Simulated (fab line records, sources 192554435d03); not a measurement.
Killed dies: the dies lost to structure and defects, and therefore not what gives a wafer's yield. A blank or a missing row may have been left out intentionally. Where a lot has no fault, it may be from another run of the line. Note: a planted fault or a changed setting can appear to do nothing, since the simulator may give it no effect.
fab line records	flow n5_finfet
record lots=10	wafers=28	last_day=17
route steps=1938 shown BEOL_M0@726 BEOL_M4@1111 PAD_METAL@1895 PASSIVATION@1916
lots with no fault: from the same line, run without faults
start_h: start of the lot's first displayed wafer, in hours after the record's first day	wait_h: hours from the lot's prior step to this one	" the same as in the row above	L1.1+2: one row covering several wafers at once	- value missing, or start not given	* or withheld: withheld	< > ~ a bound
route shown NAME@n: NAME is a module with steps in the file, n the number in the route of the first one	usual: average and standard deviation across the fault-free wafers	same: alike in all rows	chamber/n: place in a boat	sites: the reading at each site	_std_site: the values' standard deviation	_edge_site: mean of outer sites minus mean of inner sites	radius_mm: for every site, how far away it sits from the centre of the wafer	mask NAME#n: copy n	behind: the most recent tool/chamber to have shaped the wafer	hold: what put the lot on hold/how long, in hours/how the hold closed	device: names the non-switching transistor (n, p or np)	end of line: tests run on the same wafers once the route is complete	where a step has no rows: the recipe by itself	killed: not the wafer's yield, but the dies lost to structure and defects at the first sort	map: shows each die of a wafer: x if killed, . if not, _ if none is there
set.NAME: the run value of the setting; set.NAME@STEP: its run value at that earlier step	model.NAME: the simulator's own value behind a step, which no gauge read
the route's steps for a sample of lots (tables are steps, rows are wafers)
services: when a tool's chamber went out of use (start_h, in hours from the record's first day, below 0 if earlier), for how many hours, and the reason
## steps
# step N5_BEOL_M0_ETCH_109
# recipe chemistry=CH3F/O2	target_depth_a=80	overetch_a=24	target=SiCN	time_s=27.4	ion_energy_ev=120	pressure_mtorr=30	source_w=395	bias_w=75	Ar_flow_sccm=150	CH3F_flow_sccm=30	O2_flow_sccm=20
# usual bias_w=75.01/0.24	drypump_motor_current_A=5.7/0.57	oes_product_au=0.70/0.063	rf_vpp_V=296.5/1.4	showerhead_plenum_p_Torr=1.96/0.062	throttle_valve_pct=16.31/0.23
lot.wafer	tool	chamber	start_h	wait_h	bias_w	drypump_motor_current_A	oes_product_au	rf_hours_counter_h	rf_vpp_V	showerhead_plenum_p_Torr	throttle_valve_pct
L767.2	rie_diel-04	3	115.37	0.0	74.47	5.6	0.77	40	296.2	1.97	16.47
L767.3	"	2	"	"	74.76	5.8	0.61	201	297.5	1.99	16.53
L767.4	"	0	"	"	74.88	5.5	0.67	122	297.0	1.92	16.25
L768.3	rie_diel-04	1	119.79	0.0	75.18	6.1	0.74	33	296.5	1.95	15.99
L768.5	"	0	"	"	75.28	5.5	0.65	-	295.2	1.92	16.26
L769.1	rie_diel-04	0	132.56	0.0	74.72	5.5	0.64	128	296.4	1.92	16.25
L769.2	"	2	"	"	75.03	5.9	0.61	209	296.1	1.98	16.56
L769.5	"	3	"	"	74.97	5.6	0.72	-	296.2	1.97	16.46
L772.1	rie_diel-04	2	159.99	0.5	75.03	5.9	0.59	220	296.0	1.98	16.58
L772.4	"	3	"	"	75.15	5.7	0.74	58	297.3	1.96	16.49
L772.6	"	1	"	"	75.46	6.1	0.72	-	298.1	1.94	16.02
L776.2	rie_diel-04	0	169.25	0.0	74.78	5.5	0.63	137	297.1	1.91	16.30
L776.5	"	1	"	"	75.02	6.1	0.67	-	294.3	1.94	16.02
L776.6	"	0	"	"	74.93	5.5	0.57	-	296.2	1.91	16.29
L775.1	rie_diel-04	1	169.35	0.0	75.62	6.2	0.74	47	294.4	1.94	16.02
L775.3	"	0	"	"	75.04	5.5	0.63	137	294.2	1.92	16.28
L775.6	"	3	"	"	74.77	5.7	0.65	-	295.5	1.96	16.48
L777.5	rie_diel-04	0	179.35	0.1	75.08	5.5	0.57	-	295.6	1.91	16.29
L777.6	"	3	"	"	74.83	5.6	0.65	-	296.3	1.96	16.49
L786.1	rie_diel-04	0	240.89	0.0	75.31	5.5	0.63	157	295.7	1.91	16.32
L786.3	"	1	"	"	75.38	6.2	0.71	73	295.6	1.93	16.08
L786.5	"	1	"	"	75.21	6.1	0.71	-	295.2	1.93	16.06
L787.1	rie_diel-04	1	245.32	0.0	74.95	6.2	0.70	74	295.9	1.93	16.08
L787.2	"	3	"	"	75.12	5.7	0.69	89	295.7	1.95	16.54
L787.5	"	3	"	"	75.03	5.6	0.69	-	296.4	1.95	16.54
L788.2	rie_diel-04	1	245.67	0.0	75.02	6.1	0.69	74	296.8	1.93	16.09
L788.3	"	3	"	"	74.68	5.6	0.70	89	296.2	1.95	16.55
L788.5	"	0	"	"	74.92	5.5	0.63	-	296.7	1.91	16.32
# step N5_BEOL_M4_RC_MEAS_101
# usual DIBL_N=36.0/1.6	DIBL_P=36.1/2	IOFF_N=0.160/0.029	IOFF_P=0.21/0.039	ION_N=675/13	ION_P=464/8.8	SS_N=71.5/0.58	SS_P=73.3/0.65	VT_N=250/3.3	VT_P=-249/3.6
lot.wafer	tool	chamber	start_h	wait_h	DIBL_N[mV/V]	DIBL_P[mV/V]	IOFF_N[nA/um]	IOFF_P[nA/um]	ION_N[uA/um]	ION_P[uA/um]	SS_N[mV/dec]	SS_P[mV/dec]	VT_N[mV]	VT_P[mV]
L767.2	prober-02	0	164.07	0.2	37.4	36.9	0.164	0.21	676	456	72.0	73.4	247	-252
L767.3	"	0	"	"	35.6	34.9	0.128	0.19	659	454	71.5	73.0	251	-253
L767.4	"	0	"	"	36.4	33.6	0.141	0.17	662	449	71.6	72.7	254	-255
L768.3	prober-01	0	169.61	0.3	37.5	36.4	0.174	0.24	666	460	71.8	74.0	251	-248
L768.5	"	0	"	"	36.0	34.5	0.149	0.21	667	460	71.1	72.7	251	-250
L769.1	prober-01	0	175.16	0.0	34.1	34.5	0.128	0.17	666	456	72.0	72.5	252	-252
L769.2	"	0	"	"	36.9	37.5	0.173	0.22	693	473	71.0	73.4	248	-248
L769.5	"	0	"	"	33.7	33.5	0.118	0.15	665	452	71.2	72.2	255	-255
L772.1	prober-02	0	204.65	0.0	38.0	36.8	0.166	0.23	681	471	71.6	73.6	250	-248
L772.4	"	0	"	"	36.7	35.3	0.154	0.22	677	465	70.8	73.0	250	-249
L772.6	"	0	"	"	37.5	37.1	0.152	0.23	670	465	72.2	73.3	252	-247
L775.1	prober-01	0	219.96	0.0	37.1	36.8	0.180	0.20	669	454	71.5	73.3	251	-251
L775.3	"	0	"	"	34.3	35.2	0.130	0.18	658	452	71.1	72.9	256	-250
L776.2	prober-02	0	220.17	0.2	35.8	35.5	0.150	0.20	677	467	71.9	73.4	249	-253
L788.2	prober-02	0	294.61	0.2	31.8	33.0	0.115	0.18	667	461	70.8	72.4	256	-250
L788.3	"	0	"	"	32.8	34.9	0.123	0.21	663	468	71.1	73.2	254	-246
L788.5	"	0	"	"	35.6	37.3	0.171	0.24	681	471	71.3	73.8	249	-247
L786.1	prober-01	0	297.94	0.0	34.8	34.0	0.146	0.17	687	463	70.9	72.3	247	-252
L786.3	"	0	"	"	36.2	35.5	0.154	0.20	681	469	71.5	73.7	248	-250
L786.5	"	0	"	"	36.8	35.9	0.174	0.21	699	468	71.2	73.0	247	-250
L787.1	prober-02	0	301.11	0.0	35.4	35.1	0.146	0.20	695	478	71.2	72.2	249	-251
L787.2	"	0	"	"	36.8	36.5	0.159	0.22	675	466	71.7	73.2	251	-248
L787.5	"	0	"	"	38.6	39.2	0.210	0.27	706	479	72.0	74.0	247	-247
# step N5_PASSIVATION_SPUTTER_20
# recipe material=TaN	target_thk_a=500	temp_c=25	chamber_pressure_pa=0.4
# usual throttle_valve_pct=30.2/0.7
lot.wafer	tool	chamber	start_h	wait_h	throttle_valve_pct
L767.2	pvd_sputter-02	-	264.38	0.0	30.2
L767.3	"	-	"	"	30.0
L767.4	"	-	"	"	31.2
L768.3	pvd_sputter-02	-	267.16	0.0	30.3
L768.5	"	-	"	"	31.5
L769.1	pvd_sputter-03	-	269.96	0.0	31.8
L769.2	"	-	"	"	29.8
L769.5	"	-	"	"	29.4
L772.1	pvd_sputter-01	-	303.54	0.0	29.8
L772.4	"	-	"	"	30.1
L772.6	"	-	"	"	30.2
L776.2	pvd_sputter-03	-	325.38	0.0	29.6
L775.1	pvd_sputter-03	-	329.45	0.0	29.4
L775.3	"	-	"	"	29.6
L788.2	pvd_sputter-03	-	397.76	0.0	31.8
L788.3	"	-	"	"	29.4
L788.5	"	-	"	"	29.6
L786.1	pvd_sputter-03	-	398.14	0.0	29.5
L786.3	"	-	"	"	29.5
L786.5	"	-	"	"	30.3
L787.1	pvd_sputter-03	-	399.04	0.0	31.6
L787.2	"	-	"	"	29.5
L787.5	"	-	"	"	29.5
# step N5_PASSIVATION_PECVD_35
# recipe material=SiNx	target_thk_a=7000	temp_c=400	precursor=SiH4/NH3/N2	pressure_torr=4.9	rf_w=1406	time_s=151.3
# usual heater_power_outer_w=159/57	heater_power_w=377/87	showerhead_plenum_p_Torr=8.66/0.056	throttle_valve_pct=29.4/1.6
lot.wafer	tool	chamber	start_h	wait_h	heater_power_outer_w	heater_power_w	showerhead_plenum_p_Torr	throttle_valve_pct
L767.2	pecvd-03	1	266.38	0.1	118	342	8.78	30.2
L767.3	"	2	"	"	148	392	8.67	27.4
L767.4	"	0	"	"	246	470	8.65	30.5
L768.3	pecvd-01	2	269.26	0.1	113	339	8.61	29.1
L768.5	"	0	"	"	100	278	8.65	31.6
L769.1	pecvd-03	0	271.96	0.1	163	339	8.62	30.8
L769.2	"	2	"	"	178	425	8.69	27.5
L769.5	"	0	"	"	204	399	8.62	30.7
L772.1	pecvd-03	0	306.07	0.1	210	416	8.64	31.0
L772.4	"	2	"	"	248	512	8.69	27.5
L772.6	"	1	"	"	175	428	8.77	30.3
L776.2	pecvd-03	0	328.32	0.1	255	477	8.65	31.0
L775.1	pecvd-04	2	331.79	0.1	160	440	8.61	26.5
L775.3	"	1	"	"	145	313	8.73	29.3
L788.2	pecvd-03	0	399.75	0.1	197	392	8.62	30.8
L788.3	"	1	"	"	160	397	8.76	30.6
L788.5	"	2	"	"	241	518	8.66	27.7
L786.1	pecvd-01	0	400.19	0.1	75	240	8.66	31.8
L786.3	"	0	"	"	109	284	8.65	31.8
L786.5	"	0	"	"	133	321	8.65	31.1
L787.1	pecvd-01	2	400.96	0.1	116	328	8.63	30.0
L787.2	"	0	"	"	141	338	8.65	31.6
L787.5	"	2	"	"	39	222	8.61	29.8
# step N5_PASSIVATION_ETCH_54
# recipe chemistry=CHF3/O2	target=SiO2	target_depth_a=8800	CHF3_flow_sccm=50	O2_flow_sccm=5	Ar_flow_sccm=200	time_s=440	mask_material=PR	pressure_mtorr=30	source_w=650	bias_w=170	ion_energy_ev=200
# usual bias_w=170.0/0.56	drypump_motor_current_A=5.7/0.61	oes_product_au=0.81/0.059	rf_vpp_V=520/8.2	showerhead_plenum_p_Torr=2.39/0.1	throttle_valve_pct=18.80/0.19
lot.wafer	tool	chamber	start_h	wait_h	bias_w	drypump_motor_current_A	oes_product_au	rf_hours_counter_h	rf_vpp_V	showerhead_plenum_p_Torr	throttle_valve_pct
L767.2	rie_diel-04	0	267.33	0.1	170.1	5.5	0.72	168	519	2.30	18.82
L767.3	"	3	"	"	170.3	5.6	0.81	99	517	2.35	19.09
L767.4	"	0	"	"	170.1	5.5	0.73	-	518	2.30	18.83
L768.3	rie_diel-04	3	270.17	0.1	169.9	5.7	0.81	100	518	2.35	19.10
L768.5	"	1	"	"	169.5	6.1	0.81	-	512	2.32	18.56
L769.1	rie_diel-03	3	272.87	0.1	169.9	6.5	0.85	57	540	2.56	18.66
L769.2	"	2	"	"	170.4	4.8	0.84	66	535	2.33	18.33
L769.5	"	2	"	"	169.9	4.8	0.83	-	535	2.33	18.35
L772.1	rie_diel-03	0	307.19	0.1	170.0	5.0	0.82	86	517	2.44	19.01
L772.4	"	1	"	"	170.3	6.6	0.93	13	512	2.57	18.77
L772.6	"	2	"	"	170.2	4.8	0.83	-	535	2.32	18.38
L776.2	rie_diel-03	0	329.29	0.1	169.9	5.0	0.81	93	518	2.44	19.03
L775.1	rie_diel-06	0	332.57	0.1	169.1	5.2	0.78	116	526	2.34	18.94
L775.3	"	1	"	"	170.3	4.8	0.77	146	529	2.31	18.90
L788.2	rie_diel-06	0	400.55	0.1	170.0	5.2	0.78	124	528	2.34	18.96
L788.3	"	1	"	"	170.4	4.9	0.75	170	528	2.30	18.94
L788.5	"	0	"	"	170.1	5.2	0.77	-	529	2.34	18.95
L786.1	rie_diel-06	1	401.25	0.1	169.7	4.8	0.75	171	528	2.30	18.92
L786.3	"	2	"	"	170.2	5.4	0.85	37	521	2.56	18.75
L786.5	"	2	"	"	170.4	5.4	0.85	-	522	2.56	18.75
L787.1	rie_diel-06	1	401.93	0.1	170.2	4.8	0.74	171	527	2.30	18.92
L787.2	"	0	"	"	169.5	5.2	0.78	124	528	2.34	18.95
L787.5	"	1	"	"	170.5	4.9	0.75	-	527	2.30	18.93
# step N5_PASSIVATION_PROBE_49
# usual defect_limited_yield=91.0/1.3	killed_at_M0_to_M3=36/9.5	killed_at_M4_up=14/5.6	killed_at_contacts=12/6.4	killed_at_front_end=40/10	killed_at_other=3.2/3	killed_dies=107/15	killed_on_rim=15/4.5	killed_open=69/12	killed_short=35/7.7	sort_bin_5_function=5.3/0.91	sort_bin_6_memory=3.3/0.65	sort_n_pass=1073/15	sort_yield_pct=91.0/1.3
# same gross_dies=1180	killed_at_back_side=0	sort_bin_4_leakage[%]=0	sort_bin_8_speed[%]=0
lot.wafer	tool	chamber	start_h	wait_h	defect_limited_yield[%]	killed_at_M0_to_M3	killed_at_M4_up	killed_at_contacts	killed_at_front_end	killed_at_other	killed_dies	killed_on_rim	killed_open	killed_short	sort_bin_5_function[%]	sort_bin_6_memory[%]	sort_n_pass	sort_yield_pct[%]
L769.1	prober-02	-	275.74	0.0	88.9	53	12	27	36	3	131	23	79	44	6.5	3.9	1049	88.9
L769.2	prober-02	-	275.79	0.1	91.4	38	17	10	35	1	101	9	67	32	4.7	3.6	1079	91.4
L769.5	prober-02	-	275.94	0.2	92.3	31	8	12	38	2	91	8	61	29	5.2	2.3	1089	92.3
L772.1	prober-02	-	310.45	0.0	90.5	44	11	7	48	2	112	13	72	38	6.1	3.1	1068	90.5
L772.4	prober-02	-	310.60	0.2	91.6	40	11	3	44	1	99	15	57	41	4.5	3.4	1081	91.6
L772.6	prober-02	-	310.70	0.3	88.2	54	12	7	63	3	139	14	79	53	6.6	4.4	1041	88.2
L776.2	prober-02	-	333.02	0.6	90.3	41	20	16	35	2	114	13	72	40	5.3	4.0	1066	90.3
L776.5	prober-02	-	333.17	0.7	0	1110	17	20	32	1	1180	152	65	32	96.3	3.1	0	0
L776.6	prober-02	-	333.22	0.8	0	1112	11	21	35	1	1180	152	80	36	96.8	3.1	0	0
L775.1	prober-02	-	335.75	0.0	92.5	29	15	2	39	3	88	8	64	23	4.2	2.8	1092	92.5
L775.3	prober-02	-	335.85	0.1	88.9	41	27	3	59	1	131	18	92	37	6.0	4.4	1049	88.9
L775.6	prober-02	-	336.00	0.3	0	1123	8	3	46	0	1180	152	67	33	96.7	3.1	0	0
L777.5	prober-01	-	346.47	0.2	0	1113	13	10	40	4	1180	152	55	34	97.0	2.7	0	0
L777.6	prober-01	-	346.52	0.3	0	1102	13	14	45	6	1180	152	68	32	96.0	3.6	0	0
L788.2	prober-01	-	403.38	0.1	91.4	31	24	6	39	2	102	13	77	24	4.6	3.9	1078	91.4
L788.3	prober-01	-	403.43	0.1	92.2	36	10	12	25	9	92	13	63	25	4.5	3.1	1088	92.2
L788.5	prober-01	-	403.53	0.2	90.4	40	15	27	29	2	113	16	78	33	5.9	3.2	1067	90.4
L786.1	prober-02	-	404.61	0.0	90.3	38	13	7	53	3	114	15	63	49	5.4	3.6	1066	90.3
L786.3	prober-02	-	404.71	0.1	88.8	57	10	6	58	1	132	20	84	47	7.0	3.6	1048	88.8
L786.5	prober-02	-	404.81	0.2	91.7	34	14	6	43	1	98	13	60	35	5.0	3.1	1082	91.7
L787.1	prober-01	-	405.30	0.0	92.1	25	11	18	33	6	93	12	59	32	4.8	2.9	1087	92.1
L787.2	prober-01	-	405.35	0.1	91.6	36	13	5	41	4	99	15	60	37	4.5	3.6	1081	91.6
L787.5	prober-01	-	405.50	0.2	91.3	37	19	7	33	7	103	16	63	38	5.3	3.0	1077	91.3
# killed by level:class
L769.1 MOL_CONTACT_COAG:geometric_particle:open=21 BEOL_M2:geometric_particle:open=12 BEOL_M3:geometric_particle:open=10 BEOL_M1:geometric_particle:open=8 FIN_SAQP:geometric_particle:short=7 BEOL_M0_SAQP:geometric_particle:short=7 MOL_CONTACT_COAG:geometric_particle:short=6 BEOL_M0_SAQP:geometric_particle:open=6
L769.2 BEOL_M3:geometric_particle:open=12 FIN_SAQP:geometric_particle:open=10 BEOL_M1:geometric_particle:open=10 MOL_CONTACT_COAG:geometric_particle:open=9 FIN_SAQP:geometric_particle:short=7 BEOL_M4:geometric_particle:open=7 GATE_CUT:geometric_particle:short=5 DUMMY_GATE:geometric_particle:open=4
L769.5 MOL_CONTACT_COAG:geometric_particle:open=9 GATE_CUT:geometric_particle:open=8 BEOL_M1:geometric_particle:open=7 FIN_SAQP:geometric_particle:short=5 FIN_SAQP:geometric_particle:open=5 STI_FIN_REVEAL:geometric_particle:open=5 BEOL_M0_SAQP:geometric_particle:short=5 BEOL_M3:geometric_particle:open=5
L772.1 BEOL_M0_SAQP:geometric_particle:open=9 FIN_SAQP:geometric_particle:open=8 BEOL_M0_SAQP:geometric_particle:short=8 BEOL_M1:geometric_particle:open=8 FIN_SAQP:geometric_particle:short=7 BEOL_M4:geometric_particle:open=7 STI_FIN_REVEAL:geometric_particle:open=6 SPACER0:geometric_particle:short=6
L772.4 BEOL_M1:geometric_particle:open=11 BEOL_M0_SAQP:geometric_particle:open=9 DUMMY_GATE:geometric_particle:short=6 GATE_CUT:geometric_particle:short=6 FIN_SAQP:geometric_particle:short=5 BEOL_M0_SAQP:geometric_particle:short=5 BEOL_M3:geometric_particle:open=5 FIN_SAQP:geometric_particle:open=4
L772.6 BEOL_M0_SAQP:geometric_particle:short=18 STI_FIN_REVEAL:geometric_particle:open=15 BEOL_M0_SAQP:geometric_particle:open=10 FIN_SAQP:geometric_particle:open=9 FIN_SAQP:geometric_particle:short=8 DUMMY_GATE:geometric_particle:open=7 BEOL_M2:geometric_particle:open=7 BEOL_M1:geometric_particle:open=6
L776.2 MOL_CONTACT_COAG:geometric_particle:open=12 BEOL_M0_SAQP:geometric_particle:open=10 FIN_SAQP:geometric_particle:open=8 BEOL_M0_SAQP:geometric_particle:short=7 BEOL_M1:geometric_particle:open=7 FIN_SAQP:geometric_particle:short=6 BEOL_M2:geometric_particle:open=6 BEOL_M3:geometric_particle:open=6
L776.5 BEOL_M0:area_etch=1081 MOL_CONTACT_COAG:geometric_particle:open=19 BEOL_M3:geometric_particle:open=9 FIN_SAQP:geometric_particle:short=7 FIN_SAQP:geometric_particle:open=5 BEOL_M0_SAQP:geometric_particle:short=5 BEOL_M0_SAQP:geometric_particle:open=4 BEOL_M1:geometric_particle:open=4
L776.6 BEOL_M0:area_etch=1063 MOL_CONTACT_COAG:geometric_particle:open=16 BEOL_M0_SAQP:geometric_particle:open=11 BEOL_M1:geometric_particle:open=10 STI_FIN_REVEAL:geometric_particle:open=9 BEOL_M2:geometric_particle:open=9 BEOL_M0_SAQP:geometric_particle:short=6 GATE_CUT:geometric_particle:short=5
L775.1 BEOL_M0_SAQP:geometric_particle:open=10 FIN_SAQP:geometric_particle:open=9 FIN_SAQP:geometric_particle:short=8 STI_FIN_REVEAL:geometric_particle:open=8 BEOL_M3:geometric_particle:open=8 GATE_CUT:geometric_particle:open=7 BEOL_M4:geometric_particle:open=7 BEOL_M1:geometric_particle:open=3
L775.3 BEOL_M4:geometric_particle:open=16 BEOL_M1:geometric_particle:open=15 STI_FIN_REVEAL:geometric_particle:open=14 FIN_SAQP:geometric_particle:short=12 BEOL_M3:geometric_particle:open=10 FIN_SAQP:geometric_particle:open=8 STARTING-WAFER:geometric_particle:open=7 BEOL_M0_SAQP:geometric_particle:open=6
L775.6 BEOL_M0:area_etch=1080 BEOL_M3:geometric_particle:open=13 BEOL_M0_SAQP:geometric_particle:short=10 BEOL_M1:geometric_particle:open=10 FIN_SAQP:geometric_particle:open=8 GATE_CUT:geometric_particle:short=7 GATE_CUT:geometric_particle:open=7 BEOL_M0_SAQP:geometric_particle:open=6
L777.5 BEOL_M0:area_etch=1089 FIN_SAQP:geometric_particle:open=9 BEOL_M4:geometric_particle:open=8 BEOL_M0:geometric_particle:open=7 GATE_CUT:geometric_particle:short=5 MOL_CONTACT_COAG:geometric_particle:open=5 MOL_CONTACT_COAG:geometric_particle:short=5 STARTING-WAFER:geometric_particle:open=5
L777.6 BEOL_M0:area_etch=1077 MOL_CONTACT_COAG:geometric_particle:open=13 STI_FIN_REVEAL:geometric_particle:open=10 BEOL_M1:geometric_particle:open=8 FIN_SAQP:geometric_particle:open=5 FIN_SAQP:geometric_particle:short=5 BEOL_M0_SAQP:geometric_particle:short=5 GATE_CUT:geometric_particle:short=5
L788.2 BEOL_M2:geometric_particle:open=14 BEOL_M4:geometric_particle:open=14 DUMMY_GATE:geometric_particle:open=11 FIN_SAQP:geometric_particle:open=6 MOL_CONTACT_COAG:geometric_particle:open=5 BEOL_M3:geometric_particle:open=5 FIN_SAQP:geometric_particle:short=4 STARTING-WAFER:geometric_particle:short=4
L788.3 BEOL_M3:geometric_particle:open=14 MOL_CONTACT_COAG:geometric_particle:open=9 BEOL_M0:geometric_particle:open=5 STI_FIN_REVEAL:geometric_particle:open=4 DUMMY_GATE:geometric_particle:open=4 BEOL_M0_SAQP:geometric_particle:open=4 BEOL_M0_SAQP:geometric_particle:short=4 BEOL_M2:geometric_particle:open=4
L788.5 MOL_CONTACT_COAG:geometric_particle:open=21 BEOL_M0_SAQP:geometric_particle:open=7 BEOL_M1:geometric_particle:open=7 BEOL_M2:geometric_particle:short=7 BEOL_M4:geometric_particle:open=7 STI_FIN_REVEAL:geometric_particle:open=6 MOL_CONTACT_COAG:geometric_particle:short=6 BEOL_M3:geometric_particle:open=6
L786.1 FIN_SAQP:geometric_particle:short=26 FIN_SAQP:geometric_particle:open=17 BEOL_M0_SAQP:geometric_particle:open=14 BEOL_M0_SAQP:geometric_particle:short=10 MOL_CONTACT_COAG:geometric_particle:open=5 BEOL_M1:geometric_particle:open=5 BEOL_M2:geometric_particle:open=5 BEOL_M4:geometric_particle:open=5
L786.3 FIN_SAQP:geometric_particle:open=23 FIN_SAQP:geometric_particle:short=21 BEOL_M0_SAQP:geometric_particle:open=14 BEOL_M0_SAQP:geometric_particle:short=13 BEOL_M1:geometric_particle:open=9 BEOL_M3:geometric_particle:open=7 MOL_CONTACT_COAG:geometric_particle:open=6 DUMMY_GATE:geometric_particle:open=6
L786.5 FIN_SAQP:geometric_particle:short=15 FIN_SAQP:geometric_particle:open=10 BEOL_M1:geometric_particle:open=8 BEOL_M0_SAQP:geometric_particle:open=7 STI_FIN_REVEAL:geometric_particle:open=6 BEOL_M0_SAQP:geometric_particle:short=5 BEOL_M2:geometric_particle:open=5 BEOL_M4:geometric_particle:open=5
L787.1 MOL_CONTACT_COAG:geometric_particle:open=15 GATE_CUT:geometric_particle:short=10 BEOL_M0_SAQP:geometric_particle:open=10 GATE_CUT:geometric_particle:open=7 BEOL_M0_SAQP:geometric_particle:short=5 BEOL_M4:geometric_particle:open=4 STI_FIN_REVEAL:geometric_particle:open=3 SPACER0:geometric_particle:open=3
L787.2 FIN_SAQP:geometric_particle:open=13 BEOL_M0_SAQP:geometric_particle:open=10 BEOL_M0_SAQP:geometric_particle:short=9 GATE_CUT:geometric_particle:short=5 MOL_CONTACT_COAG:geometric_particle:open=5 BEOL_M4:geometric_particle:open=5 SPACER0:geometric_particle:open=4 BEOL_M1:geometric_particle:short=4
L787.5 DUMMY_GATE:geometric_particle:open=9 BEOL_M4:geometric_particle:open=9 BEOL_M0_SAQP:geometric_particle:short=8 BEOL_M2:geometric_particle:open=6 FIN_SAQP:geometric_particle:open=5 BEOL_M1:geometric_particle:open=5 BEOL_M3:geometric_particle:open=5 STARTING-WAFER:geometric_particle:open=5
## services
tool	chamber	start_h	hours	kind
rie_diel-03	-	97.60	2.8	pm
pecvd-01	-	114.27	1.3	repair
pecvd-03	1	118.82	2.1	scheduled_down
rie_diel-04	1	120.81	9.9	repair
rie_diel-04	0	148.13	8.1	repair
pvd_sputter-03	-	149.66	0.9	repair
pecvd-03	1	181.93	7.5	repair
pecvd-04	-	229.27	2.6	repair
rie_diel-04	2	239.29	-	clean
rie_diel-04	2	239.29	-	consumable_replace:focus_ring
rie_diel-04	2	239.29	25.0	scheduled_down
rie_diel-04	2	239.29	25.0	vent_cycle
rie_diel-06	2	243.08	8.3	repair
pecvd-04	1	255.80	14.1	repair
pvd_sputter-01	-	265.37	5.6	repair
rie_diel-04	3	281.53	2.6	repair
pecvd-03	0	300.29	4.7	repair
rie_diel-04	-	311.41	0.7	repair
pecvd-03	1	319.50	25.3	repair
pvd_sputter-02	-	350.92	15.4	repair
rie_diel-06	0	356.03	43.4	repair
pvd_sputter-01	-	363.81	5.6	repair
pvd_sputter-02	-	366.68	18.9	repair
rie_diel-03	0	388.66	19.8	repair
## key
first_sign step=N5_PASSIVATION_PROBE_49	reading=killed_at_M0_to_M3	direction=up	sigmas=99+	usual=36	struck=1112
effect step=N5_PASSIVATION_PROBE_49	reading=sort_bin_5_function	direction=up	sigmas=99+	usual=5.3	struck=96.6
more_kills_born_at N5_BEOL_M0_ETCH_109@rie_diel-04=5390
met_at N5_BEOL_M0_ETCH_109
struck_lots L775,L776,L777
struck_wafers L775.6,L776.5,L776.6,L777.5,L777.6
later_rows_left_out L775.6,L776.5,L776.6,L777.5,L777.6
not_acting_at N5_PASSIVATION_SPUTTER_20,N5_PASSIVATION_PECVD_35,N5_PASSIVATION_ETCH_54
fault kind=process_parameter_drift	tool=rie_diel-04	chamber=-	onset_h=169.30	steps=N5_BEOL_M0_ETCH_109	channel=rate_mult	offset=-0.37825	shape=step	end_h=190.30	scope=struck_wafers_only
# later_rows_left_out: the simulator's readings of these wafers behind a module that went badly wrong aren't trusted and aren't shown, but for the sort
